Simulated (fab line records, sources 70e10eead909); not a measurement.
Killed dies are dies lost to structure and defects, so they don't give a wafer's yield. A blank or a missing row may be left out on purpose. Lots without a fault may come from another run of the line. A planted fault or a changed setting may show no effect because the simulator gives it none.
Which tool did it? | flow nand_harc | 13 lots, 39 wafers sampled, at 5 steps of a route of 1159

WHAT THE GAUGES READ, wafer by wafer
NHARC_P_CONTACT_INSPECT_14.
lot  | measured     | on                | raw_defect_count
L661 | day 5 14:08  | defect_inspect-02 | 1 5 2
L662 | day 6 00:02  | defect_inspect-02 | 5 3 1
L663 | day 6 00:37  | defect_inspect-01 | 4 4 5
L664 | day 6 07:28  | defect_inspect-01 | 4 6 9
L665 | day 6 15:38  | defect_inspect-02 | 5 1 4
L669 | day 7 14:21  | defect_inspect-02 | 3 1 4
L670 | day 7 18:22  | defect_inspect-01 | 5 3 6
L671 | day 7 19:01  | defect_inspect-01 | 2 3 2
L673 | day 8 20:41  | defect_inspect-02 | 3 4 6
L672 | day 9 02:13  | defect_inspect-01 | 1 2 8
L676 | day 9 12:41  | defect_inspect-02 | 3 2 4
L678 | day 9 21:29  | defect_inspect-02 | 2 4 4
L682 | day 10 21:40 | defect_inspect-01 | 2 4 3

NHARC_END_SORT_01.
lot  | measured     | on        | killed_at_array | killed_at_other | killed_at_periphery | killed_dies | killed_open | killed_short
L682 | day 25 08:16 | prober-01 | 14 26 15        | 0 2 0           | 6 388 3             | 20 416 18   | 4 4 5       | 0 2 0

WHICH TOOL RAN EACH LOT (tool, then ch and the chambers of the sampled wafers, then the start)
lot  | NHARC_P_GATE_RTA_82              | NHARC_P_CONTACT_DEP_00                    | NHARC_P_CONTACT_ETCH_31
L661 | rtp_anneal-01 ch 0, day 5 11:59  | pecvd-01 ch 1,2, day 5 12:41              | rie_diel-02 ch 0,2,3, day 5 14:56
L662 | rtp_anneal-02 ch 0, day 5 22:14  | pecvd-02 ch 0,1,2, day 6 00:02 or earlier | rie_diel-07 ch 2,3, day 6 00:53
L663 | rtp_anneal-02 ch 0, day 5 22:26  | pecvd-01 ch 0,1,2, day 6 00:37 or earlier | rie_diel-13 ch 0,1,3, day 6 01:26
L664 | rtp_anneal-01 ch 0, day 6 05:17  | pecvd-03 ch 0,1, day 6 05:54              | rie_diel-13 ch 1,2,3, day 6 08:35
L665 | rtp_anneal-01 ch 0, day 6 13:52  | pecvd-01 ch 1,2, day 6 15:38 or earlier   | rie_diel-13 ch 1,2, day 6 16:26
L669 | rtp_anneal-01 ch 0, day 7 11:54  | pecvd-01 ch 0,1,2, day 7 14:21 or earlier | rie_diel-13 ch 0,1,2, day 7 15:10
L670 | rtp_anneal-01 ch 0, day 7 16:18  | pecvd-01 ch 0,1,2, day 7 18:22 or earlier | rie_diel-02 ch 0,3, day 7 19:10
L671 | rtp_anneal-02 ch 0, day 7 17:08  | pecvd-03 ch 1,2, day 7 19:01 or earlier   | rie_diel-13 ch 1,3, day 7 19:50
L673 | rtp_anneal-01 ch 0, day 8 18:53  | pecvd-01 ch 0,1, day 8 20:41 or earlier   | rie_diel-07 ch 0,1,3, day 8 22:00
L672 | rtp_anneal-02 ch 0, day 9 00:07  | pecvd-03 ch 0,1,2, day 9 02:13 or earlier | rie_diel-02 ch 0,1, day 9 03:01
L676 | rtp_anneal-02 ch 0, day 9 10:36  | pecvd-01 ch 0,2, day 9 11:15              | rie_diel-02 ch 1,2, day 9 13:37
L678 | rtp_anneal-02 ch 0, day 9 19:42  | pecvd-03 ch 0,1,2, day 9 21:29 or earlier | rie_diel-13 ch 0,1,3, day 9 22:17
L682 | rtp_anneal-01 ch 0, day 10 19:43 | pecvd-01 ch 0,2, day 10 21:40 or earlier  | rie_diel-13 ch 0,1,3, day 10 22:28
- NHARC_P_GATE_RTA_82: time 30 s.
- NHARC_P_CONTACT_DEP_00: deposits SiO2, target thk 500 nm.
- NHARC_P_CONTACT_ETCH_31: etches the open film in CH3F/O2, target depth 30 nm, time 85.7 s.

WHAT THE TOOLS THEMSELVES READ (means of the sampled wafers that have a number; where no wafer has one, the mark that the record gives instead)
NHARC_P_GATE_RTA_82.
lot  | tool          | lamp_power_pct (%) | lamp_zone_2_pct (%) | wafer_temp_C_max
L661 | rtp_anneal-01 | 4.6                | 4.6                 | 452.4
L662 | rtp_anneal-02 | 3.8                | 3.8                 | 451.7
L663 | rtp_anneal-02 | 3.8                | 3.8                 | 451.7
L664 | rtp_anneal-01 | 4.6                | 4.6                 | 452.3
L665 | rtp_anneal-01 | 4.6                | 4.6                 | 452.3
L669 | rtp_anneal-01 | 4.6                | 4.6                 | 451.8
L670 | rtp_anneal-01 | 4.6                | 4.6                 | 452.0
L671 | rtp_anneal-02 | 3.8                | 3.8                 | 452.2
L673 | rtp_anneal-01 | 4.6                | 4.6                 | 452.3
L672 | rtp_anneal-02 | 3.8                | 3.8                 | 451.7
L676 | rtp_anneal-02 | 3.8                | 3.8                 | 451.3
L678 | rtp_anneal-02 | 3.8                | 3.8                 | 451.7
L682 | rtp_anneal-01 | 4.6                | 4.6                 | 452.3

NHARC_P_CONTACT_DEP_00.
lot  | tool     | heater_power_w (W) | throttle_valve_pct (%)
L661 | pecvd-01 | 610                | 15.5
L662 | pecvd-02 | 564                | 16.0
L663 | pecvd-01 | 558                | 15.5
L664 | pecvd-03 | 568                | 16.2
L665 | pecvd-01 | 592                | 15.6
L669 | pecvd-01 | 542                | 15.7
L670 | pecvd-01 | 583                | 15.5
L671 | pecvd-03 | 468                | 16.4
L673 | pecvd-01 | 497                | 15.4
L672 | pecvd-03 | 527                | 16.3
L676 | pecvd-01 | 531                | 15.5
L678 | pecvd-03 | 522                | 16.5
L682 | pecvd-01 | 542                | 15.5

NHARC_P_CONTACT_ETCH_31.
lot  | tool        | drypump_motor_current_A (A) | oes_product_au (a.u.) | rf_vpp_V (V) | run_length_s (s) | showerhead_plenum_p_Torr (Torr) | throttle_valve_pct (%)
L661 | rie_diel-02 | 5.90                        | 0.979                 | 245.5        | 107.1            | 2.54                            | 20.673
L662 | rie_diel-07 | 5.61                        | 0.995                 | 246.0        | 106.8            | 2.62                            | 20.666
L663 | rie_diel-13 | 5.85                        | 0.992                 | 245.4        | 107.0            | 2.55                            | 20.666
L664 | rie_diel-13 | 5.87                        | 0.960                 | 246.3        | 106.7            | 2.57                            | 20.665
L665 | rie_diel-13 | 5.71                        | 0.943                 | 245.3        | 106.6            | 2.50                            | 20.669
L669 | rie_diel-13 | 5.69                        | 0.961                 | 244.6        | 107.0            | 2.48                            | 20.665
L670 | rie_diel-02 | 5.92                        | 0.985                 | 246.6        | 107.3            | 2.61                            | 20.653
L671 | rie_diel-13 | 5.87                        | 0.967                 | 246.4        | 106.9            | 2.62                            | 20.669
L673 | rie_diel-07 | 5.88                        | 0.989                 | 245.7        | 106.7            | 2.54                            | 20.664
L672 | rie_diel-02 | 6.21                        | 0.983                 | 244.3        | 107.1            | 2.48                            | 20.660
L676 | rie_diel-02 | 5.92                        | 0.986                 | 243.6        | 107.1            | 2.40                            | 20.670
L678 | rie_diel-13 | 5.84                        | 0.986                 | 245.6        | 107.0            | 2.55                            | 20.662
L682 | rie_diel-13 | 5.86                        | 0.986                 | 246.1        | 90.9             | 2.55                            | 20.668

THE ANSWER, worked out from the rows above alone
Rule: what is usual is taken from the lots themselves. Put in order of their means at a reading, lots are off if they are a third of the lots or fewer, leave a main group of 4 or more, and stand apart from it by a gap of 3 or more times the standard deviation of the main group's means; of several such gaps the widest counts. A main group whose means are all the same, to the digits that the tables above print for the reading, isn't used. A lot without any number at a reading at which 4 lots or more have one is off too. The other lots that the step has rows for count as sound. The gauges are gone through in route order, then the tools' own readings, and for those a lot's mean is taken as printed above. The first step at which some lot is off is used, and at that step the reading that is off furthest; a lot without a number counts as furthest.
Off: L682, at NHARC_P_CONTACT_ETCH_31 (run_length_s). The main group: mean 106.9 s, standard deviation 0.2.
A tool fits if, at that step or a process step before it, it ran every lot that is off, and no sound lot after the first of them. NHARC_P_CONTACT_DEP_00 gives no start for some lots, so the hours and the order of its lots are those of NHARC_P_CONTACT_INSPECT_14. Can't be told from this: 3 tools fit, rtp_anneal-01 at NHARC_P_GATE_RTA_82, pecvd-01 at NHARC_P_CONTACT_DEP_00, rie_diel-13 at NHARC_P_CONTACT_ETCH_31.

WHAT THE SIMULATOR HAD PUT IN
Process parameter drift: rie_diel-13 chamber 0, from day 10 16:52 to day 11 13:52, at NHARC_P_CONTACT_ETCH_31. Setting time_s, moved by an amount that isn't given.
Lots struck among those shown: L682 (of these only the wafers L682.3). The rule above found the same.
